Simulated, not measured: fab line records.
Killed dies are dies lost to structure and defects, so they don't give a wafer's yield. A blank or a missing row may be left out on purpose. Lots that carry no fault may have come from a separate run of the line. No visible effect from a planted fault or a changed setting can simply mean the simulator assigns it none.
fab line records	flow nand_harc
record lots=6	wafers=18	last_day=33
route steps=1302 shown A_STAIRCASE@661 END@1302
lots with no fault: from the same line, run without faults
start_h: the number of hours between the record's first day and the start of the first shown wafer of the lot	wait_h: time in hours since the lot's previous step	" the same as in the row above	L1.1+2: several wafers, shown together as one row	- value missing, or start not given	* or withheld: withheld	< > ~ a bound
route shown NAME@n: names a module that has steps shown in the file, with the first one's number in the route	usual: the fault-free wafers' mean and standard deviation	same: alike in all rows	chamber/n: place in a boat	sites: the reading at each site	_std_site: standard deviation of those values	_edge_site: mean of outer sites minus mean of inner sites	radius_mm: how far each site lies from the wafer's centre	mask NAME#n: copy n	behind: tool/chamber where the wafer was last shaped	hold: why the lot was held/for how many hours/how that ended	device: which transistor (n, p or np) failed to switch	end of line: tests run on the same wafers once the route is complete	step lacking rows: just its recipe	killed: dies lost to structure and defects at the first sort, not the wafer's yield	map: the dies of a wafer, with x for killed, . for not killed, _ for no die there
set.NAME: the setting that was run; set.NAME@STEP: the one run at that earlier step	model.NAME: the simulator's own value behind a step, which no gauge read
lots seen at some steps along the route; tables by step, rows by wafer
services: when a tool's chamber went out of use (start_h, in hours from the record's first day, below 0 if earlier), for how many hours, and the reason
## steps
# step NHARC_A_STAIRCASE_EBR_05
# step NHARC_A_STAIRCASE_EXPOSE_06
# recipe na=0.5	dose_mj=25.43	mask_id=STAIR
# step NHARC_A_STAIRCASE_PEB_07
# recipe peb_temp_c=115	peb_time_s=130
# step NHARC_A_STAIRCASE_DEVELOP_08
# recipe time_s=140
# step NHARC_A_STAIRCASE_HARDBAKE_10
# recipe temp_c=120	time_s=140
# step NHARC_A_STAIRCASE_DESCUM_11
# recipe time_s=3	o2_flow_sccm=200	ar_flow_sccm=0	bias_power_w=0	chemistry=O2
# usual drypump_motor_current_A=5.8/0.32	mfc_ar_sccm=0.005/0.0062	oes_product_au=1.004/0.012	rf_vpp_V=57.8/0.95	showerhead_plenum_p_Torr=1.91/0.11	throttle_valve_pct=11.312/0.0086
lot.wafer	tool	chamber	start_h	wait_h	drypump_motor_current_A	mfc_ar_sccm	oes_product_au	rf_hours_counter_h	rf_vpp_V	showerhead_plenum_p_Torr	throttle_valve_pct
L995.3	rie_diel-12	3	374.38	-	5.8	0	1.008	39	56.4	1.77	11.308
L995.4	"	0	"	"	5.9	0.006	0.989	37	58.0	2.06	11.314
L995.6	"	1	"	"	5.8	0.002	0.992	-	59.7	1.98	11.309
L103.4	rie_diel-06	3	456.65	-	5.9	0.015	1.015	44	57.3	1.84	11.320
L103.1	"	0	"	"	5.6	0	1.008	52	59.2	1.83	11.308
L103.6	"	3	"	"	5.9	0.015	1.000	-	57.2	1.84	11.310
L105.2	rie_diel-06	0	472.24	-	5.6	0	1.012	58	57.5	1.83	11.311
L105.4	"	1	"	"	5.7	0	1.005	43	57.5	1.91	11.316
L105.1	"	2	"	"	5.0	0	1.007	49	58.4	2.04	11.299
L110.1	rie_diel-01	3	521.06	-	5.8	0.004	1.017	43	56.4	2.05	11.313
L110.2	"	2	"	"	5.7	0.017	1.008	42	57.0	1.76	11.325
L110.5	"	3	"	"	5.8	0.004	1.020	-	59.4	2.05	11.305
L112.6	rie_diel-12	0	531.15	-	5.9	0.006	1.005	-	57.8	2.05	11.292
L112.5	"	1	"	"	5.8	0.002	0.995	-	56.9	1.97	11.332
L112.4	"	2	"	"	6.2	0	1.022	-	57.9	1.82	11.317
L115.3	rie_diel-06	0	573.61	-	5.6	0	1.023	30	57.8	1.82	11.306
L115.4	"	1	"	"	5.7	0	0.997	30	57.1	1.89	11.310
L115.5	"	0	"	"	5.6	0	1.014	-	57.7	1.82	11.302
# step NHARC_A_STAIRCASE_TRIM_12
# recipe time_s=211.2	o2_flow_sccm=500	ar_flow_sccm=0	bias_w=0	chemistry=O2
# usual drypump_motor_current_A=5.8/0.32	mfc_ar_sccm=0.005/0.0061	oes_product_au=1.003/0.012	rf_vpp_V=57.9/1	showerhead_plenum_p_Torr=3.53/0.19	throttle_valve_pct=17.037/0.0092
# same bias_w=0
lot.wafer	tool	chamber	start_h	wait_h	drypump_motor_current_A	mfc_ar_sccm	oes_product_au	rf_hours_counter_h	rf_vpp_V	showerhead_plenum_p_Torr	throttle_valve_pct
L995.3	rie_diel-12	1	374.47	0.1	5.8	0.002	0.978	45	58.2	3.65	17.040
L995.4	"	2	"	"	6.2	0	0.999	47	57.3	3.39	17.040
L995.6	"	0	"	"	5.9	0.006	0.983	-	58.6	3.79	17.033
L103.4	rie_diel-06	3	456.75	0.1	5.9	0.015	0.993	44	57.9	3.41	17.024
L103.1	"	0	"	"	5.6	0	0.988	52	58.0	3.39	17.047
L103.6	"	2	"	"	5.0	0	0.997	-	57.8	3.75	17.033
L105.4	rie_diel-06	2	472.32	0.1	5.0	0	1.004	49	58.0	3.75	17.054
L105.1	"	0	"	"	5.6	0	1.017	58	55.9	3.39	17.043
L105.2	"	1	"	"	5.7	0	1.013	43	59.1	3.51	17.024
L110.1	rie_diel-01	3	521.18	0.1	5.8	0.004	1.027	43	57.1	3.76	17.027
L110.2	"	1	"	"	6.4	0	1.021	44	56.1	3.32	17.040
L110.5	"	3	"	"	5.8	0.004	1.028	-	57.9	3.76	17.056
L112.4	rie_diel-12	1	531.28	0.1	5.8	0.002	0.988	-	57.1	3.62	17.036
L112.5	"	2	"	"	6.2	0	1.019	-	57.4	3.36	17.022
L112.6	"	0	"	"	5.9	0.006	0.992	-	58.7	3.76	17.034
L115.3	rie_diel-06	3	573.69	0.1	5.9	0.015	0.992	20	57.1	3.39	17.034
L115.4	"	2	"	"	5.0	0	1.000	29	59.2	3.73	17.028
L115.5	"	3	"	"	5.9	0.015	0.990	-	57.8	3.39	17.032
# step NHARC_A_STAIRCASE_ETCH_13
# recipe target_depth_a=1000	time_s=40.5	ion_energy_ev=400	c4f8_flow_sccm=20	o2_flow_sccm=10	ar_flow_sccm=withheld	rf_w=600	bias_w=1000	chemistry=C4F8/O2
# usual bias_w=999.9/2.8	oes_product_au=0.947/0.017	rf_vpp_V=896/6.7
lot.wafer	tool	chamber	start_h	wait_h	bias_w	oes_product_au	rf_hours_counter_h	rf_vpp_V
L995.3	rie_diel-12	2	-	-	999.4	0.935	47	892
L995.4	"	0	"	"	1007.0	0.931	37	905
L995.6	"	2	"	"	1001.3	0.936	-	891
L103.1	rie_diel-06	3	-	-	1003.7	0.959	44	893
L103.4	"	0	"	"	1001.8	0.968	53	890
L103.6	"	2	"	"	1006.3	0.956	-	905
L105.1	rie_diel-06	0	-	-	998.4	0.965	58	891
L105.4	"	2	"	"	996.9	0.966	49	904
L105.2	"	3	"	"	999.2	0.956	50	892
L110.2	rie_diel-01	3	-	-	996.9	0.962	43	904
L110.1	"	2	"	"	1004.5	0.959	42	887
L110.5	"	1	"	"	994.5	0.940	-	889
L112.6	rie_diel-12	2	-	-	997.6	0.949	-	889
L112.5	"	0	"	"	1003.3	0.924	-	905
L112.4	"	1	"	"	998.8	0.926	-	901
L115.3	rie_diel-06	3	-	-	1000.1	0.939	20	890
L115.4	"	0	"	"	997.2	0.955	30	890
L115.5	"	3	"	"	1002.3	0.932	-	890
# step NHARC_A_STAIRCASE_TRIM_14
# recipe time_s=211.2	o2_flow_sccm=500	ar_flow_sccm=0	bias_w=0	chemistry=O2
# usual drypump_motor_current_A=5.8/0.33	mfc_ar_sccm=0.005/0.006	oes_product_au=1.002/0.012	rf_vpp_V=57.8/0.85	showerhead_plenum_p_Torr=3.53/0.19	throttle_valve_pct=17.036/0.0093
# same bias_w=0
lot.wafer	tool	chamber	start_h	wait_h	drypump_motor_current_A	mfc_ar_sccm	oes_product_au	rf_hours_counter_h	rf_vpp_V	showerhead_plenum_p_Torr	throttle_valve_pct
L995.4	rie_diel-12	1	-	-	5.8	0.002	0.983	46	57.5	3.65	17.031
L995.3	"	2	"	"	6.2	0	0.996	47	57.9	3.39	17.034
L995.6	"	0	"	"	5.9	0.006	0.984	-	58.7	3.79	17.033
L103.4	rie_diel-06	3	-	-	5.9	0.015	1.000	44	58.1	3.41	17.036
L103.1	"	1	"	"	5.7	0	1.001	38	57.8	3.52	17.047
L103.6	"	2	"	"	5.0	0	1.005	-	58.2	3.75	17.046
L105.2	rie_diel-06	1	-	-	5.7	0	1.003	43	56.5	3.51	17.043
L105.4	"	2	"	"	5.0	0	1.006	49	57.9	3.75	17.016
L105.1	"	3	"	"	5.9	0.015	0.997	50	59.8	3.40	17.040
L110.1	rie_diel-01	1	-	-	6.4	0	1.003	44	57.2	3.32	17.054
L110.2	"	2	"	"	5.7	0.017	1.007	42	57.2	3.27	17.028
L110.5	"	1	"	"	6.4	0	1.004	-	57.6	3.32	17.038
L112.6	rie_diel-12	2	-	-	6.2	0	1.015	-	56.1	3.36	17.025
L112.5	"	0	"	"	5.9	0.006	1.003	-	58.0	3.76	17.041
L112.4	"	1	"	"	5.8	0.002	0.996	-	57.5	3.62	17.038
L115.4	rie_diel-06	3	-	-	5.9	0.015	0.975	20	56.9	3.39	17.037
L115.3	"	1	"	"	5.7	0	0.993	30	57.4	3.50	17.055
L115.5	"	0	"	"	5.6	0	1.006	-	58.0	3.37	17.054
# step NHARC_A_STAIRCASE_ETCH_15
# recipe target_depth_a=1000	time_s=40.5	ion_energy_ev=400	c4f8_flow_sccm=20	o2_flow_sccm=10	ar_flow_sccm=withheld	rf_w=600	bias_w=1000	chemistry=C4F8/O2
# step NHARC_A_STAIRCASE_TRIM_16
# recipe time_s=211.2	o2_flow_sccm=500	ar_flow_sccm=0	bias_w=0	chemistry=O2
# usual drypump_motor_current_A=5.8/0.32	mfc_ar_sccm=0.005/0.0061	oes_product_au=1.004/0.011	rf_vpp_V=57.8/0.99	showerhead_plenum_p_Torr=3.52/0.18	throttle_valve_pct=17.037/0.0099
# same bias_w=0
lot.wafer	tool	chamber	start_h	wait_h	drypump_motor_current_A	mfc_ar_sccm	oes_product_au	rf_hours_counter_h	rf_vpp_V	showerhead_plenum_p_Torr	throttle_valve_pct
L995.4	rie_diel-12	1	-	-	5.8	0.002	0.987	46	57.3	3.65	17.056
L995.3	"	2	"	"	6.2	0	1.003	47	56.2	3.39	17.041
L995.6	"	1	"	"	5.8	0.002	0.985	-	59.1	3.65	17.048
L103.4	rie_diel-06	3	-	-	5.9	0.015	1.000	44	57.0	3.41	17.024
L103.1	"	0	"	"	5.6	0	1.002	53	57.5	3.39	17.048
L103.6	"	3	"	"	5.9	0.015	1.006	-	57.7	3.41	17.039
L105.4	rie_diel-06	3	-	-	5.9	0.015	0.999	50	57.1	3.40	17.047
L105.1	"	1	"	"	5.7	0	1.008	43	57.6	3.51	17.041
L105.2	"	2	"	"	5.0	0	1.018	49	56.6	3.75	17.035
L110.1	rie_diel-01	1	-	-	6.4	0	1.011	44	57.3	3.32	17.026
L110.2	"	2	"	"	5.7	0.017	1.008	42	58.2	3.27	17.041
L110.5	"	1	"	"	6.4	0	1.013	-	58.1	3.32	17.054
L112.5	rie_diel-12	0	-	-	5.9	0.006	0.989	-	60.3	3.76	17.044
L112.4	"	1	"	"	5.8	0.002	0.991	-	58.4	3.62	17.053
L112.6	"	2	"	"	6.2	0	1.021	-	56.3	3.36	17.020
L115.3	rie_diel-06	3	-	-	5.9	0.015	1.001	20	57.3	3.39	17.050
L115.4	"	1	"	"	5.7	0	0.999	30	57.5	3.50	17.045
L115.5	"	3	"	"	5.9	0.015	1.001	-	56.9	3.39	17.037
# step NHARC_A_STAIRCASE_ETCH_17
# recipe target_depth_a=1000	time_s=40.5	ion_energy_ev=400	c4f8_flow_sccm=20	o2_flow_sccm=10	ar_flow_sccm=withheld	rf_w=600	bias_w=1000	chemistry=C4F8/O2
# usual bias_w=1000/3	oes_product_au=0.945/0.015	rf_vpp_V=896/6.9
lot.wafer	tool	chamber	start_h	wait_h	bias_w	oes_product_au	rf_hours_counter_h	rf_vpp_V
L995.4	rie_diel-12	3	375.43	-	999	0.944	39	887
L995.3	"	0	"	"	999	0.943	38	905
L995.6	"	1	"	"	1001	0.930	-	900
L103.4	rie_diel-06	3	457.34	-	998	0.792	45	892
L103.1	"	1	"	"	1000	0.954	38	895
L103.6	"	3	"	"	1002	0.940	-	892
L105.2	rie_diel-06	2	472.94	-	1001	0.799	49	905
L105.1	"	3	"	"	1001	0.948	50	892
L105.4	"	0	"	"	1000	0.798	59	892
L110.1	rie_diel-01	3	521.91	-	997	0.958	43	903
L110.2	"	1	"	"	999	0.950	44	889
L110.5	"	2	"	"	1002	0.952	-	886
L112.5	rie_diel-12	2	532.65	-	1001	0.937	-	890
L112.4	"	0	"	"	999	0.922	-	906
L112.6	"	1	"	"	1002	0.914	-	899
L115.3	rie_diel-06	1	574.32	-	1001	0.947	30	894
L115.4	"	2	"	"	999	0.955	29	903
L115.5	"	3	"	"	999	0.928	-	891
# step NHARC_A_STAIRCASE_TRIM_18
# recipe time_s=211.2	o2_flow_sccm=500	ar_flow_sccm=0	bias_w=0	chemistry=O2
# step NHARC_END_SORT_01
# recipe temp_c=25
# usual killed_at_array=55/20	killed_at_other=1.1/1.2	killed_at_periphery=3.8/2.8	killed_dies=60/19	killed_open=3.4/1.9	killed_short=2.2/1.5
# same gross_dies=677
lot.wafer	tool	chamber	start_h	wait_h	killed_at_array	killed_at_other	killed_at_periphery	killed_dies	killed_open	killed_short
L103.4	prober-02	0	685.39	3.4	638	0	2	640	2	1
L105.1	prober-01	0	692.23	2.5	25	0	8	33	5	0
L105.2	prober-01	0	693.02	2.8	593	0	4	597	3	3
L105.4	prober-01	0	694.61	3.4	617	0	6	623	3	5
# killed by level:class
L103.4 A_STAIRCASE:area_etch=591 A_CHANNEL_HOLE_D2:chamber_film_flake=25 A_SLIT:chamber_film_flake=4 A_CONTACT:chamber_film_flake=4 A_BONDPAD:chamber_film_flake=3 A_BLC:geometric_particle:open=2 P_GATE:chamber_film_flake=2 A_DECK1_JOINT:chamber_film_flake=2
L105.1 A_CHANNEL_HOLE_D1:chamber_film_flake=8 A_STAIRCASE:chamber_film_flake=7 P_CONTACT:geometric_particle:open=4 A_CONTACT:chamber_film_flake=4 P_M0:chamber_film_flake=3 A_DECK1_JOINT:chamber_film_flake=2 A_SLIT:chamber_film_flake=2 A_STAIRCASE:geometric_particle:open=1
L105.2 A_STAIRCASE:area_etch=569 A_CHANNEL_HOLE_D1:chamber_film_flake=8 A_CONTACT:chamber_film_flake=4 A_SLIT:chamber_film_flake=3 A_STAIRCASE:chamber_film_flake=2 P_GATE:geometric_particle:short=1 P_M1:geometric_particle:open=1 A_ONON_D1:geometric_particle:short=1
L105.4 A_STAIRCASE:area_etch=581 A_CONTACT:chamber_film_flake=10 A_STAIRCASE:chamber_film_flake=7 A_CHANNEL_HOLE_D1:chamber_film_flake=6 P_M0:chamber_film_flake=3 A_SLIT:chamber_film_flake=3 A_DECK1_JOINT:geometric_particle:short=2 P_GATE:geometric_particle:open=1
# map L103.4 (x killed, . not)
____________x____________
_________xx.xxxx_________
_______xx.xxx..xx._______
______xxxxxxxxxxxxx______
_____xxxxxxxxxxxxxxx_____
____xxxxxxxxxxxxxx.x.____
____xxxxxxxxxxxxxxxxx____
___xxxx.xxxxxxxxxxxxxx___
___xxxxxxxxxxxxxxxxxx.___
__xxxxxxxxxxxxxxxxxx.x.__
__xxxxxxxxxxxxxxxxxxxxx__
_xx.xxxxxxxxxxxxxxxxxxx._
_xxxxxxxxxxxxxxxxxxxxxxx_
_xxxxxxxxxxxxxxxxxxxxx.x_
_xxxxxxxxxxxxxxxxxxxxx.x_
_x.xxxxxxxxxxxxxxxxxxx.._
.xxxxxxxxxxxxxxxxxxxxx...
xxxxxxxxxxxxxxxxxxxxxxxxx
.xxxxxxxxxxxxxxxxxxxxxx.x
xxxxxxxxxxxxxxxxxxxxxxx.x
xxxxxxxxxxxxxxxxxxxxx.xxx
_xxxxxxxxxxxxxxxxxxxxxxx_
_xxxxxxxxxxxxxxxxxxxxxxx_
_xxxxxxxxxxxxxxxxxxxx.xx_
_xxxxxxxxxxxxxxxxxxxxxxx_
_xxxxxxxxxxxxxxxxxxxxxxx_
__xxxxxxxxxxxxxxxxxxxx.__
__xxxxxxxxxxxxxxxxxxxxx__
___xxxxxxxxxx.xxxxxxxx___
___xx.xxxxxxxxxxxxxxx.___
____xxxxxxxxxxxxxxxxx____
____xxxxxxxxx.xxxxx..____
_____xxxxxxxxxxxxxxx_____
______x.xxxxxxxxxxx______
_______.xxxx.xxxxx_______
_________xxxxxxx_________
____________x____________
# map L105.4 (x killed, . not)
____________.____________
_________xx.xxxx_________
_______xxx.xxxxx.x_______
______xx.xxxxxxx..x______
_____.xx.xxxxxx.x.xx_____
____xxx.xxxxxxxxxxxx.____
____.xxxxxxxxxxxxxxxx____
___xxxxxxxxxxxx.xxxxxx___
___xxxxxxxxxxxxxxxxxx.___
__..xxxxxxxxxxxxxxxxxxx__
__.xxxxxxxxxxxxxxxxxxxx__
_xxxxxxxxxxxxxxxxxxxxxxx_
_xxxxxxxxxxxxxxxxxx.xx.._
_x.xxxxxxxxxxxxxxxxxxx.._
_xxxxxxxxxxxxxxxxxxxxxxx_
_xxxxxxxxxxxxxxxxxxx.x.._
.xxxxxxxxxxxxxxxxxxxxxxxx
.xxxxxxxxxxxxxxxxxxxxxxxx
xxxxxxxxxxxxxxxxxxxxxx.xx
x.xxxxxxxxxxxxxxxxxxxxx..
..xxxxxxxxxxxxxxxxxxxxxxx
_.xxxxxxxxxxxxxxxxxxxxxx_
_xxxxxxxxxxxxxxxxxxxxx.x_
_.xxxxxxxxxxxxxxxxxxxxx._
_xxxxxxxxxxxxxxxxxxxxx.._
_.xxxxxxxxxxxxxxxxxxxxxx_
__.xxxxxxxxxxxxxxxxxx.x__
__xxxxxxxxxxxxxxxxxxxxx__
___xxxxxxxxxxxxxxxxxxx___
___xxxxxxxxxxxxxxxxxxx___
____xxxxxxxxxxxxxxxxx____
____xxxxxxxxxxxxxxxx.____
_____xxxxxxxxxxx.x.._____
______xxxxxxxxxxx.x______
_______x.x.xxxxxx._______
_________xxxxx.x_________
____________x____________
## services
tool	chamber	start_h	hours	kind
rie_diel-06	1	354.02	13.4	repair
rie_diel-06	0	365.20	-	clean
rie_diel-06	2	365.20	-	clean
rie_diel-06	3	365.20	-	clean
rie_diel-06	3	365.97	9.2	repair
rie_diel-01	3	377.64	4.2	repair
rie_diel-01	-	381.57	9.0	pm
rie_diel-06	0	389.70	-	clean
rie_diel-06	1	389.70	-	clean
rie_diel-06	2	389.70	-	clean
rie_diel-06	3	389.70	-	clean
rie_diel-01	0	401.71	7.1	repair
rie_diel-06	0	414.20	-	clean
rie_diel-06	1	414.20	-	clean
rie_diel-06	-	441.74	0.7	repair
rie_diel-12	-	445.49	9.0	pm
rie_diel-01	-	451.33	0.6	repair
rie_diel-12	1	466.41	5.9	repair
rie_diel-06	-	484.22	9.0	pm
rie_diel-06	3	496.22	11.6	repair
rie_diel-01	0	510.51	23.1	repair
rie_diel-01	1	511.08	4.7	repair
rie_diel-06	3	554.15	5.6	repair
rie_diel-01	-	558.68	9.0	pm
## key
first_sign step=NHARC_A_STAIRCASE_ETCH_17	reading=oes_product_au	direction=down	sigmas=10	usual=0.945	struck=0.796
effect step=NHARC_END_SORT_01	reading=killed_dies	direction=up	sigmas=29	usual=60	struck=620
more_kills_born_at NHARC_A_STAIRCASE_ETCH_17@rie_diel-06=1741
met_at NHARC_A_STAIRCASE_ETCH_17
struck_wafers L103.4,L105.2,L105.4
later_rows_left_out L103.4,L105.2,L105.4
tester_left_out L103,L105
fault kind=process_parameter_drift	tool=rie_diel-06	chamber=-	onset_h=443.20	steps=NHARC_A_STAIRCASE_ETCH_17	channel=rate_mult	offset=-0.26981	shape=step	end_h=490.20	scope=struck_wafers_only
# tester_left_out: of these lots the tester's yield and bins aren't shown, on N5 and GAA mostly nor the transistor test; their killed dies are dies lost to structure and defects alone, not to doping, threshold or leakage, so they don't give the yield
# later_rows_left_out: the simulator's readings of these wafers behind a module that went badly wrong aren't trusted and aren't shown, but for the sort
